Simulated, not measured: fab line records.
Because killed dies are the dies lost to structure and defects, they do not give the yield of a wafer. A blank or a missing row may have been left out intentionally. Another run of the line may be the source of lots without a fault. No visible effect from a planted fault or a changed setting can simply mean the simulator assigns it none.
fab line records | flow n5Finfet
record: lots: 24 | wafers: 72 | lastDay: 21
route steps=1938 shown BEOL_M4@1080 BEOL_M5@1112
lots that met no fault: from a run of the same line without faults
startH: start of the lot's first displayed wafer, in hours after the record's first day | waitH: hours elapsed since this lot's preceding step | " identical to the entry in the row above | L1.1+2: a row that stands for several wafers | - no value present, or no start provided | * or withheld: withheld | < > ~ a bound
route shown NAME@n: a module of which the file shows steps, and the number in the route of the first | usual: mean/standard deviation of fault-free wafers | same: alike in all rows | chamber/n: place in a boat | sites: per-site readings | _std_site: the values' standard deviation | _edge_site: outer sites' mean less inner sites' | radiusMm: how far each site lies from the wafer's centre | mask NAME#n: copy n | behind: the last tool/chamber to shape the wafer | hold: cause of the lot's hold/its duration in hours/its outcome | device: which transistor (n, p or np) failed to switch | end of line: tests run on the same wafers once the route is complete | step lacking rows: just its recipe | killed: dies that structure and defects cost at the first sort, which is not the same as the wafer's yield | map: a wafer's dies, x killed, . not, _ none there
set.NAME: the run value of the setting; set.NAME@STEP: its run value at that earlier step | model.NAME: the simulator's own value behind a step, which no gauge read
route steps across a sampled set of lots; one table per step, one row per wafer
services: the hour from which a tool's chamber was out of use, counted from the record's first day as startH (under 0 if before that day), plus the number of hours and why
== steps ==
step: N5_BEOL_M4_PRE_CLEAN_45
recipe: gas: H2/He | timeS: 30 | tempC: 250
usual: heaterPowerW: 329/31
lot.wafer | tool          | chamber | startH | waitH | heaterPowerW
L075.1    | pvdSputter-03 | -       | 224.40 | 0.0   | 328
L075.3    | "             | -       | "      | "     | 300
L075.6    | "             | -       | "      | "     | 302
L074.3    | pvdSputter-01 | -       | 227.27 | 0.0   | 343
L074.4    | "             | -       | "      | "     | 318
L074.6    | "             | -       | "      | "     | 321
L076.1    | pvdSputter-03 | -       | 241.60 | 0.0   | 302
L076.4    | "             | -       | "      | "     | 320
L076.6    | "             | -       | "      | "     | 297
L077.3    | pvdSputter-01 | -       | 251.04 | 0.0   | 321
L077.5    | "             | -       | "      | "     | 332
L077.6    | "             | -       | "      | "     | 335
L080.2    | pvdSputter-01 | -       | 262.09 | 0.0   | 333
L080.3    | "             | -       | "      | "     | 314
L080.5    | "             | -       | "      | "     | 339
L081.1    | pvdSputter-02 | -       | 262.12 | 0.0   | 319
L081.2    | "             | -       | "      | "     | 412
L081.5    | "             | -       | "      | "     | 388
L079.2    | pvdSputter-02 | -       | 267.82 | 0.0   | 308
L079.3    | "             | -       | "      | "     | 385
L079.4    | "             | -       | "      | "     | 313
L078.2    | pvdSputter-03 | -       | 277.53 | 0.0   | 291
L078.4    | "             | -       | "      | "     | 321
L078.6    | "             | -       | "      | "     | 320
L083.2    | pvdSputter-02 | -       | 279.62 | 0.0   | 317
L083.3    | "             | -       | "      | "     | 311
L083.4    | "             | -       | "      | "     | 412
L082.2    | pvdSputter-01 | -       | 280.95 | 0.0   | 316
L082.5    | "             | -       | "      | "     | 347
L082.6    | "             | -       | "      | "     | 328
L085.1    | pvdSputter-02 | -       | 289.18 | 0.0   | 393
L085.2    | "             | -       | "      | "     | 306
L085.3    | "             | -       | "      | "     | 387
L086.3    | pvdSputter-03 | -       | 296.47 | 0.0   | 302
L086.4    | "             | -       | "      | "     | 300
L086.5    | "             | -       | "      | "     | 297
L084.2    | pvdSputter-01 | -       | 309.00 | 0.0   | 332
L084.4    | "             | -       | "      | "     | 336
L084.5    | "             | -       | "      | "     | 321
L088.3    | pvdSputter-02 | -       | 312.02 | 0.0   | 380
L088.5    | "             | -       | "      | "     | 406
L088.6    | "             | -       | "      | "     | 389
L089.2    | pvdSputter-01 | -       | 312.22 | 0.0   | 320
L089.4    | "             | -       | "      | "     | 333
L089.6    | "             | -       | "      | "     | 321
L087.2    | pvdSputter-03 | -       | 317.69 | 0.0   | 320
L087.3    | "             | -       | "      | "     | 302
L087.5    | "             | -       | "      | "     | 288
L091.1    | pvdSputter-03 | -       | 323.19 | 0.0   | 316
L091.2    | "             | -       | "      | "     | 289
L091.4    | "             | -       | "      | "     | 300
L090.2    | pvdSputter-01 | -       | 336.00 | 0.0   | 322
L090.4    | "             | -       | "      | "     | 323
L090.5    | "             | -       | "      | "     | 339
L093.1    | pvdSputter-01 | -       | 343.55 | 0.0   | 320
L093.5    | "             | -       | "      | "     | 319
L093.6    | "             | -       | "      | "     | 319
L094.2    | pvdSputter-01 | -       | 347.35 | 0.0   | 321
L094.3    | "             | -       | "      | "     | 319
L094.4    | "             | -       | "      | "     | 333
L092.1    | pvdSputter-02 | -       | 347.36 | 0.0   | 306
L092.4    | "             | -       | "      | "     | 393
L092.6    | "             | -       | "      | "     | 306
L096.2    | pvdSputter-03 | -       | 363.71 | 0.0   | 299
L096.3    | "             | -       | "      | "     | 322
L096.4    | "             | -       | "      | "     | 323
L097.1    | pvdSputter-03 | -       | 371.66 | 0.0   | 292
L097.2    | "             | -       | "      | "     | 322
L097.4    | "             | -       | "      | "     | 288
L095.2    | pvdSputter-01 | -       | 399.19 | 0.0   | 312
L095.3    | "             | -       | "      | "     | 332
L095.5    | "             | -       | "      | "     | 342
step: N5_BEOL_M4_ALD_84
recipe: material: TaN | targetThkA: * | tempC: 275 | aldPrecursorFamily: PDMAT | aldCoReactant: NH3 | pressureTorr: 3 | carrierFlowSccm: 1500 | pulseTimeS: 2 | purgeTimeS: 3 | coReactantPurgeTimeS: 2 | coReactantPulseTimeS: 3 | aldCycles: 30 | precursorVesselTempC: 75 | precursorVesselPressureTorr: 26.25 | precursorVesselCarrierSccm: 1000
usual: heaterPowerW: 415/38 | precursorVesselTempC: 74.98/0.11
lot.wafer | tool        | chamber | startH | waitH | heaterPowerW | precursorVesselTempC
L075.1    | aldMetal-03 | 2       | 224.47 | 0.1   | 446          | 74.93
L075.3    | "           | 3       | "      | "     | 434          | 74.82
L075.6    | "           | 3       | "      | "     | 447          | 74.78
L074.3    | aldMetal-03 | 3       | 227.33 | 0.0   | 442          | 75.16
L074.4    | "           | 1       | "      | "     | 410          | 75.21
L074.6    | "           | 1       | "      | "     | 392          | 74.88
L076.1    | aldMetal-02 | 0       | 241.67 | 0.1   | 462          | 74.91
L076.4    | "           | 2       | "      | "     | 356          | 74.78
L076.6    | "           | 3       | "      | "     | 463          | 74.80
L077.3    | aldMetal-01 | 3       | 251.10 | 0.0   | 363          | 75.01
L077.5    | "           | 0       | "      | "     | 416          | 74.99
L077.6    | "           | 3       | "      | "     | 364          | 75.08
L080.2    | aldMetal-03 | 3       | 262.15 | 0.0   | 451          | 75.14
L080.3    | "           | 1       | "      | "     | 411          | 75.03
L080.5    | "           | 3       | "      | "     | 435          | 75.00
L081.1    | aldMetal-03 | 1       | 262.35 | 0.2   | 397          | 74.89
L081.2    | "           | 2       | "      | "     | 448          | 75.00
L081.5    | "           | 3       | "      | "     | 445          | 75.04
L079.2    | aldMetal-02 | 1       | 267.88 | 0.0   | 390          | 75.07
L079.3    | "           | 0       | "      | "     | 470          | 74.84
L079.4    | "           | 3       | "      | "     | 478          | 75.14
L078.2    | aldMetal-03 | 2       | 277.59 | 0.0   | 434          | 74.87
L078.4    | "           | 0       | "      | "     | 377          | 74.92
L078.6    | "           | 2       | "      | "     | 454          | 75.02
L083.2    | aldMetal-01 | 1       | 279.69 | 0.0   | 365          | 75.05
L083.3    | "           | 0       | "      | "     | 402          | 74.99
L083.4    | "           | 2       | "      | "     | 400          | 75.06
L082.2    | aldMetal-02 | 3       | 281.03 | 0.1   | 477          | 74.82
L082.5    | "           | 2       | "      | "     | 364          | 75.06
L082.6    | "           | 3       | "      | "     | 475          | 74.96
L085.1    | aldMetal-03 | 2       | 289.27 | 0.1   | 447          | 74.94
L085.2    | "           | 0       | "      | "     | 392          | 74.91
L085.3    | "           | 1       | "      | "     | 393          | 74.93
L086.3    | aldMetal-02 | 0       | 296.55 | 0.1   | 462          | 74.86
L086.4    | "           | 3       | "      | "     | 466          | 75.00
L086.5    | "           | 0       | "      | "     | 480          | 74.73
L084.2    | aldMetal-03 | 3       | 309.06 | 0.0   | 447          | 75.03
L084.4    | "           | 1       | "      | "     | 394          | 74.91
L084.5    | "           | 0       | "      | "     | 381          | 74.98
L088.3    | aldMetal-03 | 1       | 312.09 | 0.0   | 396          | 75.02
L088.5    | "           | 0       | "      | "     | 380          | 75.01
L088.6    | "           | 1       | "      | "     | 394          | 74.95
L089.2    | aldMetal-03 | 1       | 312.31 | 0.1   | 396          | 75.04
L089.4    | "           | 0       | "      | "     | 388          | 75.13
L089.6    | "           | 3       | "      | "     | 451          | 75.10
L087.2    | aldMetal-02 | 3       | 317.78 | 0.1   | 479          | 75.04
L087.3    | "           | 2       | "      | "     | 363          | 75.07
L087.5    | "           | 1       | "      | "     | 400          | 75.09
L091.1    | aldMetal-03 | 1       | 323.40 | 0.2   | 397          | 75.12
L091.2    | "           | 0       | "      | "     | 377          | 74.79
L091.4    | "           | 3       | "      | "     | 436          | 74.84
L090.2    | aldMetal-02 | 0       | 336.12 | 0.1   | 454          | 74.91
L090.4    | "           | 2       | "      | "     | 361          | 74.76
L090.5    | "           | 0       | "      | "     | 476          | 75.08
L093.1    | aldMetal-01 | 1       | 343.61 | 0.0   | 375          | 75.02
L093.5    | "           | 3       | "      | "     | 373          | 74.87
L093.6    | "           | 2       | "      | "     | 393          | 74.92
L092.1    | aldMetal-02 | 1       | 347.43 | 0.1   | 394          | 74.93
L092.4    | "           | 2       | "      | "     | 358          | 74.97
L092.6    | "           | 3       | "      | "     | 473          | 74.99
L094.2    | aldMetal-01 | 1       | 347.43 | 0.1   | 368          | 74.99
L094.3    | "           | 2       | "      | "     | 401          | 74.99
L094.4    | "           | 2       | "      | "     | 395          | 74.97
L096.2    | aldMetal-03 | 2       | 363.81 | 0.1   | 448          | 74.87
L096.3    | "           | 0       | "      | "     | 387          | 74.98
L096.4    | "           | 3       | "      | "     | 440          | 75.00
L097.1    | aldMetal-03 | 0       | 371.74 | 0.1   | 396          | 74.95
L097.2    | "           | 3       | "      | "     | 439          | 74.98
L097.4    | "           | 1       | "      | "     | 397          | 75.04
L095.2    | aldMetal-02 | 0       | 399.26 | 0.1   | 461          | 75.09
L095.3    | "           | 1       | "      | "     | 401          | 74.96
L095.5    | "           | 3       | "      | "     | 464          | 74.98
step: N5_BEOL_M4_ANNEAL_91
recipe: tempC: 400 | timeS: 240 | ambient: vacuum
usual: heaterPowerW: 827/89
lot.wafer | tool          | chamber | startH | waitH | heaterPowerW
L075.1    | pvdSputter-02 | -       | 226.36 | 0.0   | 964
L075.3    | "             | -       | "      | "     | 1036
L075.6    | "             | -       | "      | "     | 775
L074.3    | pvdSputter-02 | -       | 229.02 | 0.0   | 1018
L074.4    | "             | -       | "      | "     | 784
L074.6    | "             | -       | "      | "     | 971
L076.1    | pvdSputter-03 | -       | 243.62 | 0.0   | 733
L076.4    | "             | -       | "      | "     | 823
L076.6    | "             | -       | "      | "     | 809
L077.3    | pvdSputter-03 | -       | 255.36 | 0.0   | 759
L077.5    | "             | -       | "      | "     | 799
L077.6    | "             | -       | "      | "     | 756
L080.2    | pvdSputter-02 | -       | 263.84 | 0.0   | 1026
L080.3    | "             | -       | "      | "     | 961
L080.5    | "             | -       | "      | "     | 784
L081.1    | pvdSputter-03 | -       | 264.14 | 0.0   | 745
L081.2    | "             | -       | "      | "     | 735
L081.5    | "             | -       | "      | "     | 733
L079.2    | pvdSputter-02 | -       | 271.28 | 0.0   | 776
L079.3    | "             | -       | "      | "     | 776
L079.4    | "             | -       | "      | "     | 1024
L078.2    | pvdSputter-03 | -       | 280.59 | 0.0   | 818
L078.4    | "             | -       | "      | "     | 724
L078.6    | "             | -       | "      | "     | 811
L083.2    | pvdSputter-02 | -       | 281.46 | 0.0   | 970
L083.3    | "             | -       | "      | "     | 809
L083.4    | "             | -       | "      | "     | 1032
L082.2    | pvdSputter-03 | -       | 283.03 | 0.0   | 717
L082.5    | "             | -       | "      | "     | 723
L082.6    | "             | -       | "      | "     | 796
L085.1    | pvdSputter-01 | -       | 292.63 | 0.0   | 850
L085.2    | "             | -       | "      | "     | 807
L085.3    | "             | -       | "      | "     | 865
L086.3    | pvdSputter-03 | -       | 298.53 | 0.0   | 743
L086.4    | "             | -       | "      | "     | 803
L086.5    | "             | -       | "      | "     | 808
L084.2    | pvdSputter-01 | -       | 310.86 | 0.0   | 855
L084.4    | "             | -       | "      | "     | 836
L084.5    | "             | -       | "      | "     | 792
L088.3    | pvdSputter-02 | -       | 313.96 | 0.0   | 778
L088.5    | "             | -       | "      | "     | 787
L088.6    | "             | -       | "      | "     | 1028
L089.2    | pvdSputter-03 | -       | 315.47 | 0.0   | 749
L089.4    | "             | -       | "      | "     | 741
L089.6    | "             | -       | "      | "     | 778
L087.2    | pvdSputter-03 | -       | 321.43 | 0.0   | 791
L087.3    | "             | -       | "      | "     | 718
L087.5    | "             | -       | "      | "     | 804
L091.1    | pvdSputter-03 | -       | 325.21 | 0.0   | 814
L091.2    | "             | -       | "      | "     | 808
L091.4    | "             | -       | "      | "     | 733
L090.2    | pvdSputter-02 | -       | 338.38 | 0.0   | 788
L090.4    | "             | -       | "      | "     | 946
L090.5    | "             | -       | "      | "     | 771
L093.1    | pvdSputter-02 | -       | 346.44 | 0.0   | 777
L093.5    | "             | -       | "      | "     | 772
L093.6    | "             | -       | "      | "     | 962
L094.2    | pvdSputter-03 | -       | 349.22 | 0.0   | 740
L094.3    | "             | -       | "      | "     | 810
L094.4    | "             | -       | "      | "     | 818
L092.1    | pvdSputter-01 | -       | 349.40 | 0.0   | 860
L092.4    | "             | -       | "      | "     | 788
L092.6    | "             | -       | "      | "     | 787
L096.2    | pvdSputter-03 | -       | 365.84 | 0.0   | 744
L096.3    | "             | -       | "      | "     | 787
L096.4    | "             | -       | "      | "     | 804
L097.1    | pvdSputter-02 | -       | 373.66 | 0.0   | 768
L097.2    | "             | -       | "      | "     | 971
L097.4    | "             | -       | "      | "     | 774
L095.2    | pvdSputter-02 | -       | 400.89 | 0.0   | 802
L095.3    | "             | -       | "      | "     | 1019
L095.5    | "             | -       | "      | "     | 764
step: N5_BEOL_M4_CO_CAP_55
recipe: material: Co | targetThkA: 20 | tempC: 200 | precursor: CCTBA/H2 | pressureTorr: 30 | timeS: 102.1
usual: heaterPowerW: 259/26
lot.wafer | tool     | chamber | startH | waitH | heaterPowerW
L075.1    | cvdCo-01 | 2       | 227.80 | 0.0   | 234
L075.3    | "        | 1       | "      | "     | 259
L075.6    | "        | 1       | "      | "     | 253
L074.3    | cvdCo-02 | 1       | 230.56 | 0.0   | 294
L074.4    | "        | 1       | "      | "     | 294
L074.6    | "        | 2       | "      | "     | 276
L076.1    | cvdCo-02 | 0       | 245.06 | 0.0   | 233
L076.4    | "        | 0       | "      | "     | 239
L076.6    | "        | 1       | "      | "     | 297
L077.3    | cvdCo-02 | 1       | 256.80 | 0.0   | 291
L077.5    | "        | 2       | "      | "     | 275
L077.6    | "        | 1       | "      | "     | 300
L080.2    | cvdCo-02 | 0       | 265.28 | 0.0   | 239
L080.3    | "        | 1       | "      | "     | 293
L080.5    | "        | 0       | "      | "     | 242
L081.1    | cvdCo-02 | 2       | 265.58 | 0.0   | 272
L081.2    | "        | 0       | "      | "     | 240
L081.5    | "        | 1       | "      | "     | 298
L079.2    | cvdCo-01 | 1       | 272.72 | 0.0   | 262
L079.3    | "        | 0       | "      | "     | 213
L079.4    | "        | 0       | "      | "     | 212
L078.2    | cvdCo-01 | 0       | 282.05 | 0.0   | 215
L078.4    | "        | 1       | "      | "     | 253
L078.6    | "        | 0       | "      | "     | 214
L083.2    | cvdCo-02 | 1       | 282.99 | 0.0   | 292
L083.3    | "        | 2       | "      | "     | 272
L083.4    | "        | 1       | "      | "     | 284
L082.2    | cvdCo-01 | 0       | 284.74 | 0.0   | 209
L082.5    | "        | 1       | "      | "     | 254
L082.6    | "        | 2       | "      | "     | 238
L085.1    | cvdCo-02 | 0       | 294.12 | 0.0   | 237
L085.2    | "        | 2       | "      | "     | 267
L085.3    | "        | 1       | "      | "     | 302
L086.3    | cvdCo-02 | 1       | 299.98 | 0.0   | 298
L086.4    | "        | 0       | "      | "     | 237
L086.5    | "        | 1       | "      | "     | 300
L084.2    | cvdCo-02 | 0       | 312.41 | 0.0   | 244
L084.4    | "        | 2       | "      | "     | 276
L084.5    | "        | 1       | "      | "     | 297
L088.3    | cvdCo-02 | 1       | 315.81 | 0.0   | 302
L088.5    | "        | 0       | "      | "     | 238
L088.6    | "        | 1       | "      | "     | 297
L089.2    | cvdCo-01 | 1       | 316.92 | 0.0   | 248
L089.4    | "        | 2       | "      | "     | 234
L089.6    | "        | 1       | "      | "     | 257
L087.2    | cvdCo-02 | 2       | 322.88 | 0.0   | 273
L087.3    | "        | 1       | "      | "     | 298
L087.5    | "        | 1       | "      | "     | 297
L091.1    | cvdCo-02 | 2       | 326.66 | 0.0   | 275
L091.2    | "        | 0       | "      | "     | 247
L091.4    | "        | 0       | "      | "     | 237
L090.2    | cvdCo-02 | 0       | 342.16 | 0.0   | 237
L090.4    | "        | 2       | "      | "     | 279
L090.5    | "        | 2       | "      | "     | 280
L093.1    | cvdCo-01 | 1       | 348.38 | 0.0   | 260
L093.5    | "        | 1       | "      | "     | 255
L093.6    | "        | 2       | "      | "     | 238
L094.2    | cvdCo-01 | 2       | 350.79 | 0.0   | 239
L094.3    | "        | 1       | "      | "     | 256
L094.4    | "        | 2       | "      | "     | 237
L092.1    | cvdCo-02 | 0       | 350.87 | 0.0   | 246
L092.4    | "        | 2       | "      | "     | 281
L092.6    | "        | 2       | "      | "     | 280
L096.2    | cvdCo-01 | 2       | 367.41 | 0.0   | 238
L096.3    | "        | 0       | "      | "     | 210
L096.4    | "        | 1       | "      | "     | 258
L097.1    | cvdCo-02 | 0       | 375.10 | 0.0   | 241
L097.2    | "        | 1       | "      | "     | 287
L097.4    | "        | 0       | "      | "     | 249
L095.2    | cvdCo-02 | 0       | 402.33 | 0.0   | 243
L095.3    | "        | 1       | "      | "     | 292
L095.5    | "        | 0       | "      | "     | 238
step: N5_BEOL_M5_ILD_DEP_00
recipe: material: SiCOH_lowk | targetThkA: 1406.4 | tempC: 300 | precursor: DEMS/porogen | pressureTorr: 5 | rfW: 500 | timeS: 25.9
usual: heaterPowerW: 310/53 | showerheadPlenumPTorr: 5.735/0.013 | throttleValvePct: 13.7/0.96
lot.wafer | tool     | chamber | startH | waitH | heaterPowerW | showerheadPlenumPTorr | throttleValvePct
L075.1    | pecvd-02 | 0       | 229.03 | 0.8   | 263          | 5.718                 | 13.8
L075.3    | "        | 2       | "      | "     | 209          | 5.738                 | 12.6
L075.6    | "        | 0       | "      | "     | 270          | 5.726                 | 13.4
L074.3    | pecvd-02 | 1       | 231.76 | 0.5   | 347          | 5.746                 | 14.3
L074.4    | "        | 1       | "      | "     | 343          | 5.734                 | 14.8
L074.6    | "        | 2       | "      | "     | 219          | 5.735                 | 12.3
L076.1    | pecvd-02 | 1       | 246.27 | 0.8   | 315          | 5.745                 | 14.1
L076.4    | "        | 1       | "      | "     | 315          | 5.750                 | 14.3
L076.6    | "        | 0       | "      | "     | 313          | 5.723                 | 13.8
L077.3    | pecvd-04 | 2       | 258.38 | 0.5   | 310          | 5.729                 | 12.8
L077.5    | "        | 0       | "      | "     | 404          | 5.726                 | 13.5
L077.6    | "        | 1       | "      | "     | 323          | 5.756                 | 15.8
L080.2    | pecvd-04 | 2       | 266.48 | 0.7   | 327          | 5.755                 | 12.6
L080.3    | "        | 1       | "      | "     | 293          | 5.756                 | 15.6
L080.5    | "        | 0       | "      | "     | 406          | 5.720                 | 13.4
L081.1    | pecvd-02 | 1       | 266.86 | 0.8   | 337          | 5.723                 | 14.2
L081.2    | "        | 2       | "      | "     | 172          | 5.732                 | 12.5
L081.5    | "        | 0       | "      | "     | 300          | 5.710                 | 13.8
L079.2    | pecvd-04 | 1       | 273.92 | 0.7   | 282          | 5.722                 | 15.3
L079.3    | "        | 0       | "      | "     | 388          | 5.754                 | 13.3
L079.4    | "        | 0       | "      | "     | 392          | 5.720                 | 13.5
L078.2    | pecvd-03 | 2       | 283.28 | 0.7   | 335          | 5.733                 | 12.2
L078.4    | "        | 1       | "      | "     | 298          | 5.752                 | 14.6
L078.6    | "        | 2       | "      | "     | 347          | 5.718                 | 12.4
L083.2    | pecvd-03 | 1       | 284.26 | 0.7   | 295          | 5.740                 | 14.4
L083.3    | "        | 2       | "      | "     | 306          | 5.732                 | 12.7
L083.4    | "        | 1       | "      | "     | 289          | 5.741                 | 14.7
L082.2    | pecvd-02 | 0       | 285.97 | 0.7   | 249          | 5.716                 | 13.7
L082.5    | "        | 2       | "      | "     | 222          | 5.729                 | 12.4
L082.6    | "        | 1       | "      | "     | 352          | 5.747                 | 14.3
L085.1    | pecvd-04 | 2       | 295.32 | 0.8   | 305          | 5.736                 | 12.8
L085.2    | "        | 0       | "      | "     | 384          | 5.730                 | 13.7
L085.3    | "        | 1       | "      | "     | 288          | 5.751                 | 15.7
L086.3    | pecvd-03 | 1       | 301.18 | 0.5   | 298          | 5.742                 | 14.6
L086.4    | "        | 0       | "      | "     | 340          | 5.736                 | 13.6
L086.5    | "        | 2       | "      | "     | 377          | 5.717                 | 12.2
L084.2    | pecvd-02 | 2       | 313.61 | 0.7   | 225          | 5.732                 | 12.7
L084.4    | "        | 2       | "      | "     | 224          | 5.738                 | 12.4
L084.5    | "        | 0       | "      | "     | 317          | 5.723                 | 13.8
L088.3    | pecvd-02 | 2       | 317.00 | 0.5   | 206          | 5.734                 | 12.9
L088.5    | "        | 2       | "      | "     | 202          | 5.713                 | 12.6
L088.6    | "        | 0       | "      | "     | 238          | 5.739                 | 13.6
L089.2    | pecvd-04 | 2       | 318.11 | 0.7   | 322          | 5.732                 | 12.9
L089.4    | "        | 0       | "      | "     | 380          | 5.730                 | 13.8
L089.6    | "        | 2       | "      | "     | 323          | 5.745                 | 13.0
L087.2    | pecvd-04 | 2       | 324.07 | 0.7   | 274          | 5.734                 | 13.1
L087.3    | "        | 1       | "      | "     | 321          | 5.741                 | 15.7
L087.5    | "        | 0       | "      | "     | 391          | 5.720                 | 13.4
L091.1    | pecvd-02 | 2       | 327.86 | 0.8   | 215          | 5.725                 | 12.8
L091.2    | "        | 0       | "      | "     | 280          | 5.729                 | 13.5
L091.4    | "        | 1       | "      | "     | 366          | 5.743                 | 14.1
L090.2    | pecvd-03 | 1       | 343.39 | 0.7   | 303          | 5.744                 | 14.6
L090.4    | "        | 2       | "      | "     | 305          | 5.719                 | 12.2
L090.5    | "        | 1       | "      | "     | 300          | 5.751                 | 14.8
L093.1    | pecvd-04 | 2       | 349.62 | 0.8   | 278          | 5.746                 | 13.1
L093.5    | "        | 1       | "      | "     | 326          | 5.733                 | 15.5
L093.6    | "        | 2       | "      | "     | 281          | 5.732                 | 12.7
L094.2    | pecvd-02 | 2       | 352.02 | 0.7   | 216          | 5.720                 | 12.7
L094.3    | "        | 1       | "      | "     | 376          | 5.737                 | 14.4
L094.4    | "        | 1       | "      | "     | 377          | 5.747                 | 14.2
L092.1    | pecvd-02 | 1       | 352.74 | 0.8   | 358          | 5.759                 | 14.2
L092.4    | "        | 1       | "      | "     | 359          | 5.769                 | 14.0
L092.6    | "        | 2       | "      | "     | 163          | 5.714                 | 12.7
L096.2    | pecvd-03 | 2       | 368.63 | 0.7   | 308          | 5.726                 | 12.8
L096.3    | "        | 0       | "      | "     | 347          | 5.736                 | 13.8
L096.4    | "        | 2       | "      | "     | 316          | 5.703                 | 12.4
L097.1    | pecvd-03 | 1       | 376.31 | 0.8   | 321          | 5.741                 | 14.8
L097.2    | "        | 2       | "      | "     | 351          | 5.722                 | 12.2
L097.4    | "        | 1       | "      | "     | 316          | 5.755                 | 14.7
L095.2    | pecvd-03 | 0       | 403.53 | 0.7   | 308          | 5.740                 | 13.7
L095.3    | "        | 1       | "      | "     | 287          | 5.743                 | 14.4
L095.5    | "        | 2       | "      | "     | 372          | 5.703                 | 12.5
step: N5_BEOL_M5_THK_MEAS_01
recipe: reads: SiCOH_lowk_of_BEOL_M5_ILD_DEP_00
usual: M5_ILD_THK: 121.0/1.6
lot.wafer | tool         | chamber | startH | waitH | M5_ILD_THK[nm]
L075.1    | filmMetro-01 | -       | 230.08 | 0.8   | 119.5
L075.3    | "            | -       | "      | "     | 121.4
L075.6    | "            | -       | "      | "     | 122.3
L074.3    | filmMetro-01 | -       | 232.33 | 0.3   | 120.9
L074.4    | "            | -       | "      | "     | 121.6
L074.6    | "            | -       | "      | "     | 121.8
L076.1    | filmMetro-01 | -       | 246.84 | 0.4   | 122.5
L076.4    | "            | -       | "      | "     | 123.6
L076.6    | "            | -       | "      | "     | 122.4
L077.3    | filmMetro-01 | -       | 259.05 | 0.3   | 119.1
L077.5    | "            | -       | "      | "     | 122.1
L077.6    | "            | -       | "      | "     | 119.4
L080.2    | filmMetro-01 | -       | 267.05 | 0.4   | 118.8
L080.3    | "            | -       | "      | "     | 119.0
L080.5    | "            | -       | "      | "     | 122.8
L081.1    | filmMetro-02 | -       | 267.43 | 0.4   | 122.1
L081.2    | "            | -       | "      | "     | 122.2
L081.5    | "            | -       | "      | "     | 121.1
L079.2    | filmMetro-01 | -       | 274.49 | 0.4   | 117.5
L079.3    | "            | -       | "      | "     | 121.0
L079.4    | "            | -       | "      | "     | 122.1
L078.2    | filmMetro-02 | -       | 283.87 | 0.4   | 118.0
L078.4    | "            | -       | "      | "     | 121.0
L078.6    | "            | -       | "      | "     | 119.7
L083.2    | filmMetro-01 | -       | 284.86 | 0.4   | 119.3
L083.3    | "            | -       | "      | "     | 120.0
L083.4    | "            | -       | "      | "     | 118.5
L082.2    | filmMetro-02 | -       | 286.54 | 0.4   | 120.8
L082.5    | "            | -       | "      | "     | 123.5
L082.6    | "            | -       | "      | "     | 124.0
L085.1    | filmMetro-02 | -       | 295.89 | 0.4   | 118.7
L085.2    | "            | -       | "      | "     | 121.0
L085.3    | "            | -       | "      | "     | 117.7
L086.3    | filmMetro-02 | -       | 301.76 | 0.3   | 119.2
L086.4    | "            | -       | "      | "     | 122.4
L086.5    | "            | -       | "      | "     | 120.7
L084.2    | filmMetro-02 | -       | 314.18 | 0.4   | 119.6
L084.4    | "            | -       | "      | "     | 122.8
L084.5    | "            | -       | "      | "     | 119.5
L088.3    | filmMetro-01 | -       | 317.58 | 0.3   | 121.4
L088.5    | "            | -       | "      | "     | 122.6
L088.6    | "            | -       | "      | "     | 121.5
L089.2    | filmMetro-02 | -       | 318.69 | 0.4   | 118.6
L089.4    | "            | -       | "      | "     | 124.3
L089.6    | "            | -       | "      | "     | 120.1
L087.2    | filmMetro-01 | -       | 324.65 | 0.4   | 119.8
L087.3    | "            | -       | "      | "     | 119.2
L087.5    | "            | -       | "      | "     | 124.5
L091.1    | filmMetro-02 | -       | 328.44 | 0.4   | 122.3
L091.2    | "            | -       | "      | "     | 119.9
L091.4    | "            | -       | "      | "     | 122.9
L090.2    | filmMetro-02 | -       | 343.97 | 0.4   | 119.1
L090.4    | "            | -       | "      | "     | 122.3
L090.5    | "            | -       | "      | "     | 121.9
L093.1    | filmMetro-02 | -       | 351.42 | 0.8   | 118.7
L093.5    | "            | -       | "      | "     | 121.8
L093.6    | "            | -       | "      | "     | 120.9
L094.2    | filmMetro-02 | -       | 352.60 | 0.4   | 120.8
L094.3    | "            | -       | "      | "     | 121.7
L094.4    | "            | -       | "      | "     | 123.8
L092.1    | filmMetro-01 | -       | 353.33 | 0.4   | 121.2
L092.4    | "            | -       | "      | "     | 121.5
L092.6    | "            | -       | "      | "     | 124.6
L096.2    | filmMetro-01 | -       | 369.20 | 0.4   | 119.6
L096.3    | "            | -       | "      | "     | 121.0
L096.4    | "            | -       | "      | "     | 120.9
L097.1    | filmMetro-01 | -       | 376.88 | 0.4   | 120.6
L097.2    | "            | -       | "      | "     | 120.4
L097.4    | "            | -       | "      | "     | 122.0
L095.2    | filmMetro-01 | -       | 404.10 | 0.4   | 121.2
L095.3    | "            | -       | "      | "     | 121.0
L095.5    | "            | -       | "      | "     | 122.0
== services ==
tool        | chamber | startH | hours | kind
aldMetal-03 | -       | 202.21 | 8.7   | pm
pecvd-03    | 2       | 238.13 | 4.2   | repair
pecvd-04    | -       | 242.72 | 14.6  | pm
pecvd-03    | -       | 251.82 | 0.4   | repair
aldMetal-03 | 0       | 256.02 | 6.5   | repair
cvdCo-02    | 0       | 276.78 | 11.1  | repair
aldMetal-01 | 0       | 297.04 | 3.2   | repair
pecvd-02    | 0       | 297.53 | 2.1   | scheduledDown
aldMetal-03 | 2       | 304.12 | 26.3  | repair
cvdCo-01    | 2       | 308.57 | 5.2   | repair
aldMetal-02 | 0       | 313.72 | 13.2  | repair
aldMetal-03 | 1       | 328.56 | 3.3   | repair
cvdCo-02    | 1       | 333.33 | -     | clean
cvdCo-02    | 1       | 333.33 | 22.0  | scheduledDown
cvdCo-02    | 1       | 333.33 | 22.0  | ventCycle
aldMetal-01 | 0       | 336.39 | 13.5  | repair
cvdCo-01    | 0       | 340.67 | 19.2  | repair
pecvd-02    | 2       | 359.96 | -     | clean
pecvd-02    | 2       | 359.96 | 29.5  | scheduledDown
cvdCo-02    | -       | 360.18 | 14.6  | pm
aldMetal-02 | 0       | 371.08 | 3.7   | repair
pecvd-04    | 0       | 377.57 | 5.4   | repair
aldMetal-01 | -       | 389.66 | 1.8   | repair
pecvd-02    | -       | 400.28 | 6.0   | pm
== key ==
fault none
